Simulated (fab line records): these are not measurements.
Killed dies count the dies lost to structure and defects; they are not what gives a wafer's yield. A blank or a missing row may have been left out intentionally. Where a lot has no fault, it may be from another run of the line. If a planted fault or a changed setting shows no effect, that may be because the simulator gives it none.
Chamber matching || flow n5 finfet || pecvd-02 running N5_BEOL_M5_ILD_DEP_00: 3 sister chambers
The step deposits SiCOH lowk from DEMS/porogen, target thk 140.64 nm, time 25.9 s. 3 wafers are shown with their chamber, then 10 later ones without.

## EACH WAFER AND ITS CHAMBER
{"wafer": "L082.6", "chamber": 1, "throttle valve pct (%)": 14.3}
{"wafer": "L084.5", "chamber": 0, "throttle valve pct (%)": 13.8}
{"wafer": "L088.5", "chamber": 2, "throttle valve pct (%)": 12.6}

## WAFERS WHOSE CHAMBER IS MISSING
{"wafer": "L088.6", "throttle valve pct (%)": 13.6}
{"wafer": "L091.1", "throttle valve pct (%)": 12.8}
{"wafer": "L091.2", "throttle valve pct (%)": 13.5}
{"wafer": "L091.4", "throttle valve pct (%)": 14.1}
{"wafer": "L094.2", "throttle valve pct (%)": 12.7}
{"wafer": "L094.3", "throttle valve pct (%)": 14.4}
{"wafer": "L094.4", "throttle valve pct (%)": 14.2}
{"wafer": "L092.1", "throttle valve pct (%)": 14.2}
{"wafer": "L092.4", "throttle valve pct (%)": 14.0}
{"wafer": "L092.6", "throttle valve pct (%)": 12.7}

## WHICH CHAMBER EACH ONE RAN IN
{"wafer": "L088.6", "from the rows above": 0, "in truth": 0}
{"wafer": "L091.1", "from the rows above": 2, "in truth": 2}
{"wafer": "L091.2", "from the rows above": 0, "in truth": 0}
{"wafer": "L091.4", "from the rows above": "can't be placed: 1 or 0", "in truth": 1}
{"wafer": "L094.2", "from the rows above": 2, "in truth": 2}
{"wafer": "L094.3", "from the rows above": 1, "in truth": 1}
{"wafer": "L094.4", "from the rows above": "can't be placed: 1 or 0", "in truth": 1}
{"wafer": "L092.1", "from the rows above": "can't be placed: 1 or 0", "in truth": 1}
{"wafer": "L092.4", "from the rows above": "can't be placed: 0 or 1", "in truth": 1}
{"wafer": "L092.6", "from the rows above": 2, "in truth": 2}
Correctly placed: 6 of 10. From these rows, 4 cannot be placed; in 4 the true chamber is one of the candidates. 0 placed wrongly.
How it was worked out, from the rows above alone: a wafer's distance from a chamber is the root of the sum, over the readings, of the square of ((its reading less the chamber's mean) divided by the reading's scatter). If the next closest chamber is less than 2 further off than the closest, the wafer can't be placed; otherwise it belongs to the closest. A chamber's mean is the mean of its shown wafers. The scatter (one wafer shown for each chamber): square how far every hidden wafer sits from the nearest shown wafer, average those squares and take the square root.
